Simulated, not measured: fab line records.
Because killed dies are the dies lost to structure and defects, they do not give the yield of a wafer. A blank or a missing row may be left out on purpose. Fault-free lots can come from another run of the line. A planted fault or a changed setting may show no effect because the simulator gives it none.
fab line records	flow n5Finfet
record lots=10	wafers=29	lastDay=17
route steps=1938 shown BEOL_M0_SAQP@690 BEOL_M0@722 BEOL_M4@1111 PASSIVATION@1936
lots that met no fault: from a run of the same line without faults
startH: the number of hours between the record's first day and the start of the first shown wafer of the lot	waitH: hours since the lot's step before	" unchanged from the row above	L1.1+2: a single row standing in for several wafers	- no value, or no start was given	* or withheld: withheld	< > ~ a bound
route shown NAME@n: names a module that has steps shown in the file, with the first one's number in the route	usual: mean/standard deviation of fault-free wafers	same: alike in all rows	chamber/n: place in a boat	sites: readings site by site	_std_site: standard deviation of those values	_edge_site: mean of outer sites minus mean of inner sites	radiusMm: how far each site lies from the wafer's centre	mask NAME#n: copy n	behind: the most recent tool/chamber to have shaped the wafer	hold: reason for holding the lot/hours on hold/outcome of the hold	device: whichever transistor did not switch (one of n, p or np)	end of line: tests run on the same wafers once the route is complete	for a step that has no rows: nothing shown but its recipe	killed: dies that structure and defects cost at the first sort, which is not the same as the wafer's yield	map: dies across one wafer; x = killed, . = not, _ = none there
set.NAME: setting as actually run; set.NAME@STEP: the setting as run at that earlier step	model.NAME: the simulator's own value behind a step, which no gauge read
one table for each step of the route and one row for each wafer, over a sample of lots
services: a tool's chamber out of use, with start hour (startH, from the record's first day; less than 0 if before it), hours out, and reason
## steps
# step N5_BEOL_M0_SAQP_OVL_MEAS_41
# recipe pointsPerWafer=522
# usual M0_CUT1_OVL=0.1/0.71
lot.wafer	tool	chamber	startH	waitH	M0_CUT1_OVL[nm]
L494.2	overlay-01	0	114.39	0.0	1.1
L494.5	"	0	"	"	0.8
L498.3	overlay-02	0	140.08	0.0	0.8
L498.4	"	0	"	"	0.2
L498.6	"	0	"	"	-0.9
L504.2	overlay-02	0	176.24	0.0	0.5
L504.4	"	0	"	"	1.2
L504.6	"	0	"	"	0.5
L505.1	overlay-02	0	184.04	0.0	0.9
L505.2	"	0	"	"	1.4
L505.6	"	0	"	"	-0.2
L507.1	overlay-02	0	190.19	0.0	-0.5
L507.5	"	0	"	"	-0.1
L507.6	"	0	"	"	-1.4
L510.2	overlay-02	0	206.90	0.0	0.6
L510.3	"	0	"	"	-0.2
L510.6	"	0	"	"	-0.3
L511.2	overlay-02	0	214.80	0.0	0.5
L511.3	"	0	"	"	0.0
L511.6	"	0	"	"	0.5
L512.2	overlay-02	0	221.39	0.0	-0.8
L512.3	"	0	"	"	-0.7
L512.4	"	0	"	"	-0.8
L514.1	overlay-02	0	237.10	0.0	-0.1
L514.5	"	0	"	"	-0.6
L514.6	"	0	"	"	0.2
L516.1	overlay-02	0	241.46	0.0	0.2
L516.3	"	0	"	"	0.0
L516.4	"	0	"	"	-0.4
# step N5_BEOL_M0_SAQP_ETCH_88
# recipe chemistry=N2/H2	target=underlayer	targetDepthA=65	timeS=5.2	ionEnergyEv=200	maskMaterial=CAR-EUV	pressureMtorr=30	sourceW=840	biasW=150	n2FlowSccm=200	h2FlowSccm=200	ends=cleared
# usual drypumpMotorCurrentA=5.3/0.48	etchRfOnTimeS=5.13/0.11	oesProductAu=0.68/0.09	rfVppV=524/3.2	showerheadPlenumPTorr=2.55/0.11	throttleValvePct=17.87/0.28
lot.wafer	tool	chamber	startH	waitH	drypumpMotorCurrentA	etchRfOnTimeS	oesProductAu	rfHoursCounterH	rfVppV	showerheadPlenumPTorr	throttleValvePct
L494.2	rieDiel-06	0	115.02	0.0	4.8	5.21	0.64	177	520	2.43	17.98
L494.5	"	3	"	"	4.8	5.19	0.60	-	527	2.64	18.01
L498.3	rieDiel-04	2	140.20	0.0	5.2	5.03	0.77	26	523	2.60	17.65
L498.4	"	1	"	"	5.4	5.29	0.65	146	524	2.56	17.97
L498.6	"	1	"	"	5.4	5.26	0.65	-	524	2.56	17.99
L504.2	rieDiel-02	1	176.36	0.0	6.0	5.25	0.58	233	520	2.38	17.45
L504.4	"	3	"	"	5.9	5.15	0.60	247	524	2.62	18.41
L504.6	"	3	"	"	5.9	5.19	0.59	-	527	2.62	18.41
L505.1	rieDiel-06	0	184.17	0.0	4.8	5.21	0.63	198	518	2.42	18.01
L505.2	"	1	"	"	5.8	5.02	0.77	21	523	2.47	17.48
L505.6	"	0	"	"	4.8	5.16	0.62	-	520	2.42	18.04
L507.1	rieDiel-02	0	190.49	0.0	5.8	5.04	0.81	14	530	2.71	17.59
L507.5	"	1	"	"	6.0	5.27	0.58	-	519	2.38	17.48
L507.6	"	2	"	"	5.6	5.13	0.61	-	523	2.64	18.11
L510.2	rieDiel-02	3	207.31	0.0	5.9	5.19	0.86	0	526	2.62	17.91
L510.3	"	1	"	"	6.0	5.28	0.57	245	520	2.37	17.48
L510.6	"	3	"	"	5.9	5.18	0.87	-	525	2.62	17.92
L511.2	rieDiel-06	0	215.13	0.0	4.8	5.16	0.63	209	521	2.41	18.03
L511.3	"	1	"	"	5.8	4.94	0.76	31	521	2.47	17.51
L511.6	"	0	"	"	4.8	5.15	0.62	-	519	2.41	18.02
L512.2	rieDiel-04	2	221.77	0.0	5.2	4.99	0.73	50	527	2.59	17.67
L512.3	"	1	"	"	5.3	5.29	0.62	169	522	2.55	18.04
L512.4	"	0	"	"	5.6	4.96	0.78	35	526	2.59	17.43
L514.1	rieDiel-04	2	237.28	0.0	5.2	5.00	0.73	54	524	2.59	17.68
L514.5	"	1	"	"	5.3	5.22	0.62	-	525	2.55	18.02
L514.6	"	0	"	"	5.6	5.02	0.78	-	525	2.58	17.45
L516.1	rieDiel-06	0	241.67	0.0	4.8	5.16	0.62	217	523	2.41	18.08
L516.3	"	1	"	"	5.8	4.97	0.75	38	523	2.47	17.49
L516.4	"	3	"	"	4.8	5.15	0.59	233	528	2.63	18.06
# step N5_BEOL_M0_STRIP_142
# recipe chemistry=N2/H2	timeS=10	powerW=450	tempC=40	pressureMtorr=20	rfFrequencyHz=6e+07	biasPowerW=7	n2FlowSccm=200	h2FlowSccm=200
# usual biasPowerW=6.997/0.021	chamberPressureMTorr=20.002/0.019	drypumpMotorCurrentA=5.7/0.32	oesProductAu=0.77/0.086	rfVppV=59.2/0.95	showerheadPlenumPTorr=2.54/0.067	throttleValvePct=23.6/0.34	timeS=10/0
lot.wafer	tool	chamber	startH	waitH	biasPowerW	chamberPressureMTorr	drypumpMotorCurrentA	oesProductAu	rfHoursCounterH	rfVppV	showerheadPlenumPTorr	throttleValvePct	timeS
L494.2	rieDiel-01	3	122.06	0.0	6.999	20.018	5.6	0.71	195	58.7	2.52	23.8	10
L494.5	"	3	"	"	7.013	20.001	5.5	0.71	-	58.3	2.52	23.8	10
L498.3	rieDiel-01	1	142.53	0.0	6.992	20.060	5.8	0.71	191	60.7	2.52	23.2	10
L498.4	"	2	"	"	7.006	19.979	5.8	0.70	236	60.9	2.50	24.1	10
L498.6	"	2	"	"	7.020	20.028	5.7	0.70	-	58.1	2.50	24.1	10
L504.2	rieDiel-03	3	179.43	0.0	-	-	-	-	-	-	-	-	-
L504.4	"	0	"	"	-	-	-	-	-	-	-	-	-
L504.6	"	3	"	"	-	-	-	-	-	-	-	-	-
L505.1	rieDiel-03	3	188.65	0.0	-	-	-	-	-	-	-	-	-
L505.2	"	0	"	"	-	-	-	-	-	-	-	-	-
L505.6	"	2	"	"	-	-	-	-	-	-	-	-	-
L507.1	rieDiel-03	2	196.29	0.0	-	-	-	-	-	-	-	-	-
L507.5	"	1	"	"	-	-	-	-	-	-	-	-	-
L507.6	"	0	"	"	-	-	-	-	-	-	-	-	-
L510.2	rieDiel-01	1	210.39	0.0	7.021	19.972	5.8	0.69	215	59.0	2.51	23.2	10
L510.3	"	0	"	"	6.999	20.002	5.9	0.90	26	58.4	2.50	23.7	10
L510.6	"	0	"	"	7.005	19.996	5.9	0.91	-	58.5	2.50	23.7	10
L511.2	rieDiel-01	0	221.72	0.0	6.985	20.006	5.9	0.90	29	58.0	2.50	23.7	10
L511.3	"	3	"	"	6.955	20.008	5.6	0.69	231	60.7	2.50	23.9	10
L511.6	"	1	"	"	7.014	19.979	5.8	0.69	-	59.3	2.51	23.2	10
L512.2	rieDiel-03	3	224.95	0.0	6.975	20.016	5.7	0.79	132	57.7	2.45	23.3	10
L512.3	"	1	"	"	7.024	19.968	5.7	0.83	78	58.7	2.57	23.6	10
L512.4	"	0	"	"	6.957	20.003	5.9	0.73	197	61.2	2.63	23.4	10
L514.1	rieDiel-03	3	240.95	0.0	6.979	19.992	5.7	0.78	138	59.9	2.45	23.3	10
L514.5	"	0	"	"	6.993	20.010	5.9	0.72	-	59.8	2.62	23.4	10
L514.6	"	1	"	"	7.006	20.027	5.7	0.82	-	59.5	2.57	23.7	10
L516.1	rieDiel-05	3	245.12	0.0	6.967	20.006	6.5	0.96	13	60.1	2.69	23.3	10
L516.3	"	0	"	"	6.986	20.028	5.4	0.73	210	59.8	2.62	24.4	10
L516.4	"	1	"	"	6.955	20.006	5.6	0.72	214	61.3	2.59	23.4	10
# step N5_BEOL_M0_DEGAS_112
# recipe ambient=vacuum	tempC=250	timeS=60
# usual heaterPowerW=341/37
# same timeS=60
lot.wafer	tool	chamber	startH	waitH	heaterPowerW
L494.2	pvdSputter-02	-	122.98	0.6	401
L494.5	"	-	"	"	389
L498.3	pvdSputter-01	-	142.97	0.1	267
L498.4	"	-	"	"	332
L498.6	"	-	"	"	369
L504.2	pvdSputter-03	-	180.12	0.4	369
L504.4	"	-	"	"	361
L504.6	"	-	"	"	334
L505.1	pvdSputter-02	-	189.85	0.3	398
L505.2	"	-	"	"	309
L505.6	"	-	"	"	336
L507.1	pvdSputter-01	-	197.04	0.3	384
L507.5	"	-	"	"	338
L507.6	"	-	"	"	395
L510.2	pvdSputter-02	-	211.22	0.5	405
L510.3	"	-	"	"	311
L510.6	"	-	"	"	308
L511.2	pvdSputter-03	-	222.42	0.3	359
L511.3	"	-	"	"	365
L511.6	"	-	"	"	333
L512.2	pvdSputter-01	-	226.83	0.3	390
L512.3	"	-	"	"	260
L512.4	"	-	"	"	362
L514.1	pvdSputter-02	-	242.16	0.3	319
L514.5	"	-	"	"	319
L514.6	"	-	"	"	309
L516.1	pvdSputter-02	-	245.73	0.3	318
L516.3	"	-	"	"	330
L516.4	"	-	"	"	306
# step N5_BEOL_M4_RC_MEAS_101
# usual DIBL_N=36.9/1.6	DIBL_P=37.1/2	IOFF_N=0.17/0.032	IOFF_P=0.22/0.036	ION_N=674/12	ION_P=463/7.8	SS_N=71.7/0.63	SS_P=73.5/0.62	VT_N=249/3.3	VT_P=-250/3.5
lot.wafer	tool	chamber	startH	waitH	DIBL_N[mV/V]	DIBL_P[mV/V]	IOFF_N[nA/um]	IOFF_P[nA/um]	ION_N[uA/um]	ION_P[uA/um]	SS_N[mV/dec]	SS_P[mV/dec]	VT_N[mV]	VT_P[mV]
L494.2	prober-01	0	179.83	0.2	36.2	35.7	0.16	0.21	685	463	72.0	73.2	248	-251
L494.5	"	0	"	"	38.1	38.2	0.20	0.25	693	468	72.9	74.0	245	-246
L498.3	prober-01	0	206.15	0.3	34.7	36.2	0.13	0.19	656	462	70.8	73.8	253	-251
L498.4	"	0	"	"	38.3	39.0	0.18	0.22	672	457	72.0	74.0	249	-251
L498.6	"	0	"	"	35.0	35.9	0.14	0.18	665	463	70.9	73.2	251	-252
L504.2	prober-01	0	238.07	0.2	40.8	38.5	0.25	0.22	689	457	72.4	73.9	242	-253
L504.4	"	0	"	"	38.9	37.9	0.20	0.21	679	457	71.8	74.1	245	-253
L504.6	"	0	"	"	39.1	39.2	0.22	0.23	700	467	71.7	74.0	244	-252
L505.1	prober-02	0	240.17	0.0	39.5	37.4	0.17	0.19	668	444	72.3	73.3	248	-253
L505.2	"	0	"	"	39.5	37.6	0.18	0.20	687	466	72.0	74.1	247	-252
L505.6	"	0	"	"	37.1	34.6	0.13	0.15	661	450	71.7	72.9	255	-258
L507.1	prober-01	0	241.76	0.0	37.2	38.2	0.17	0.24	681	473	71.6	73.7	248	-249
L507.5	"	0	"	"	36.7	37.3	0.16	0.22	685	474	71.9	72.7	249	-252
L507.6	"	0	"	"	38.8	38.7	0.20	0.25	680	455	72.4	73.4	246	-249
L510.2	prober-01	0	275.53	0.2	36.4	39.1	0.17	0.25	680	473	72.1	74.0	253	-248
L510.3	"	0	"	"	36.5	37.9	0.18	0.23	679	461	71.7	74.3	249	-249
L510.6	"	0	"	"	36.6	37.2	0.16	0.21	676	460	71.1	74.2	254	-254
L511.2	prober-02	0	279.41	0.2	38.5	38.4	0.20	0.23	671	458	72.4	73.7	248	-248
L511.3	"	0	"	"	36.6	36.3	0.16	0.20	654	453	72.5	73.3	250	-252
L511.6	"	0	"	"	36.5	35.3	0.15	0.18	653	446	72.2	72.3	254	-254
L512.2	prober-01	0	280.19	0.2	36.1	35.9	0.16	0.25	672	468	71.8	73.7	247	-246
L512.3	"	0	"	"	39.8	38.9	0.24	0.30	697	479	72.4	74.4	243	-243
L512.4	"	0	"	"	37.8	37.5	0.20	0.28	695	473	71.5	73.8	245	-244
L514.1	prober-02	0	298.40	0.0	38.9	36.3	0.19	0.25	672	465	73.1	74.1	250	-247
L514.5	"	0	"	"	36.9	34.8	0.15	0.23	674	463	71.7	74.1	251	-249
L514.6	"	0	"	"	35.1	33.3	0.13	0.20	666	462	71.1	73.0	253	-250
L516.1	prober-01	0	302.13	0.0	36.7	34.9	0.18	0.25	682	472	71.2	73.7	246	-246
L516.3	"	0	"	"	35.1	32.2	0.14	0.20	667	464	71.7	72.9	253	-249
L516.4	"	0	"	"	38.2	36.6	0.19	0.27	673	466	72.0	73.8	248	-245
# step N5_PASSIVATION_PROBE_49
# usual defectLimitedYield=90.9/1.6	killed_at_M0_to_M3=34/11	killed_at_M4_up=14/5.7	killedAtContacts=13/6.5	killedAtFrontEnd=43/11	killedAtOther=4/3.1	killedDies=107/19	killedOpen=71/14	killedShort=35/7.9	sort_bin_5_function=5.3/1.1	sort_bin_6_memory=3.4/0.74	sortNPass=1073/19	sortYieldPct=90.9/1.6
# same grossDies=1180	killedAtBackSide=0	sort_bin_4_leakage[%]=0	sort_bin_8_speed[%]=0
lot.wafer	tool	chamber	startH	waitH	defectLimitedYield[%]	killed_at_M0_to_M3	killed_at_M4_up	killedAtContacts	killedAtFrontEnd	killedAtOther	killedDies	killedOpen	killedShort	sort_bin_5_function[%]	sort_bin_6_memory[%]	sortNPass	sortYieldPct[%]
L504.2	prober-01	-	336.69	0.1	84.9	102	15	14	43	4	178	128	50	8.1	6.4	1002	84.9
L504.4	prober-01	-	336.79	0.2	82.0	128	14	8	60	2	212	157	55	10.5	7.0	968	82.0
L504.6	prober-01	-	336.89	0.3	84.1	105	8	13	57	5	188	133	50	7.9	7.0	992	84.1
L505.1	prober-01	-	347.93	0.3	84.7	101	20	13	44	2	180	131	49	9.9	5.3	1000	84.7
L505.2	prober-01	-	347.98	0.4	85.1	93	16	34	33	0	176	125	50	9.1	5.5	1004	85.1
L505.6	prober-01	-	348.18	0.6	84.1	105	9	23	49	2	188	146	42	9.6	5.6	992	84.1
L507.1	prober-02	-	349.92	0.0	81.4	130	17	18	50	5	220	155	64	11.8	6.4	960	81.4
L507.5	prober-02	-	350.12	0.2	85.8	109	11	10	37	1	168	129	38	7.5	6.1	1012	85.8
L507.6	prober-02	-	350.17	0.3	83.2	117	12	18	49	2	198	142	55	10.1	6.1	982	83.2
# killed by level:class
L504.2 BEOL_M0:geometricParticle:open=55 FIN_SAQP:geometricParticle:short=12 BEOL_M0_SAQP:geometricParticle:open=12 BEOL_M0:geometricParticle:short=12 MOL_CONTACT_COAG:geometricParticle:open=11 FIN_SAQP:geometricParticle:open=10 STI_FIN_REVEAL:geometricParticle:open=9 BEOL_M0_SAQP:geometricParticle:short=9
L504.4 BEOL_M0:geometricParticle:open=72 FIN_SAQP:geometricParticle:short=19 FIN_SAQP:geometricParticle:open=18 BEOL_M3:geometricParticle:open=17 BEOL_M0:geometricParticle:short=15 STI_FIN_REVEAL:geometricParticle:open=12 BEOL_M0_SAQP:geometricParticle:open=8 MOL_CONTACT_COAG:geometricParticle:open=7
L504.6 BEOL_M0:geometricParticle:open=62 FIN_SAQP:geometricParticle:open=18 BEOL_M0:geometricParticle:short=15 BEOL_M3:geometricParticle:open=12 MOL_CONTACT_COAG:geometricParticle:open=10 STI_FIN_REVEAL:geometricParticle:open=9 FIN_SAQP:geometricParticle:short=7 BEOL_M0_SAQP:geometricParticle:short=5
L505.1 BEOL_M0:geometricParticle:open=63 BEOL_M0:geometricParticle:short=18 STI_FIN_REVEAL:geometricParticle:open=14 BEOL_M4:geometricParticle:open=11 MOL_CONTACT_COAG:geometricParticle:open=9 BEOL_M1:geometricParticle:open=9 FIN_SAQP:geometricParticle:open=6 GATE_CUT:geometricParticle:short=6
L505.2 BEOL_M0:geometricParticle:open=52 MOL_CONTACT_COAG:geometricParticle:open=23 BEOL_M0:geometricParticle:short=14 MOL_CONTACT_COAG:geometricParticle:short=11 BEOL_M0_SAQP:geometricParticle:open=11 FIN_SAQP:geometricParticle:open=6 BEOL_M5:geometricParticle:open=6 FIN_SAQP:geometricParticle:short=5
L505.6 BEOL_M0:geometricParticle:open=61 MOL_CONTACT_COAG:geometricParticle:open=19 STI_FIN_REVEAL:geometricParticle:open=18 BEOL_M1:geometricParticle:open=15 BEOL_M0:geometricParticle:short=13 FIN_SAQP:geometricParticle:open=7 FIN_SAQP:geometricParticle:short=6 BEOL_M0_SAQP:geometricParticle:short=6
L507.1 BEOL_M0:geometricParticle:open=50 BEOL_M0_SAQP:geometricParticle:short=21 BEOL_M0_SAQP:geometricParticle:open=19 STI_FIN_REVEAL:geometricParticle:open=18 MOL_CONTACT_COAG:geometricParticle:open=14 BEOL_M4:geometricParticle:open=14 BEOL_M0:geometricParticle:short=14 BEOL_M3:geometricParticle:open=10
L507.5 BEOL_M0:geometricParticle:open=64 BEOL_M0:geometricParticle:short=18 STI_FIN_REVEAL:geometricParticle:open=11 FIN_SAQP:geometricParticle:open=9 MOL_CONTACT_COAG:geometricParticle:open=8 BEOL_M3:geometricParticle:open=8 BEOL_M1:geometricParticle:open=6 GATE_CUT:geometricParticle:open=4
L507.6 BEOL_M0:geometricParticle:open=69 MOL_CONTACT_COAG:geometricParticle:open=17 BEOL_M0:geometricParticle:short=16 STI_FIN_REVEAL:geometricParticle:open=13 BEOL_M0_SAQP:geometricParticle:open=11 FIN_SAQP:geometricParticle:short=9 BEOL_M0_SAQP:geometricParticle:short=8 BEOL_M2:geometricParticle:open=7
## services
tool	chamber	startH	hours	kind
rieDiel-03	-	93.58	15.6	pm
rieDiel-06	1	102.57	-	clean
rieDiel-06	1	102.57	-	consumableReplace:focusRing
rieDiel-06	1	102.57	14.9	scheduledDown
rieDiel-06	1	102.57	14.9	ventCycle
rieDiel-04	0	102.72	19.0	repair
rieDiel-01	0	120.89	-	clean
rieDiel-01	0	120.89	-	consumableReplace:focusRing
rieDiel-01	0	120.89	14.7	scheduledDown
rieDiel-01	0	120.89	14.7	ventCycle
rieDiel-03	-	128.92	2.1	repair
rieDiel-05	2	141.89	14.4	repair
pvdSputter-01	-	149.90	7.8	repair
rieDiel-05	0	157.23	1.9	repair
rieDiel-03	1	159.93	2.5	repair
rieDiel-05	-	161.75	14.6	pm
rieDiel-03	-	170.76	0.3	repair
pvdSputter-01	-	175.05	0.9	repair
rieDiel-01	-	179.88	15.6	pm
rieDiel-04	-	189.90	2.8	pm
rieDiel-01	-	198.29	0.4	repair
rieDiel-06	1	224.30	2.0	repair
rieDiel-04	0	239.88	1.8	repair
rieDiel-01	0	243.88	4.7	repair
## key
firstSign step=N5_BEOL_M0_STRIP_142	reading=toolRecord	direction=missing
effect step=N5_PASSIVATION_PROBE_49	reading=killed_at_M0_to_M3	direction=up	sigmas=7.1	usual=34	struck=110
moreKillsBornAt N5_BEOL_M0_STRIP_142@rieDiel-03=660
metAt N5_BEOL_M0_STRIP_142
struckLots L504,L505,L507
notActingAt N5_BEOL_M0_SAQP_OVL_MEAS_41,N5_BEOL_M0_SAQP_ETCH_88,N5_BEOL_M0_DEGAS_112
fault kind=skippedStepWhole	tool=rieDiel-03	chamber=-	onsetH=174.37	steps=N5_BEOL_M0_STRIP_142	scope=struckLotsOnly
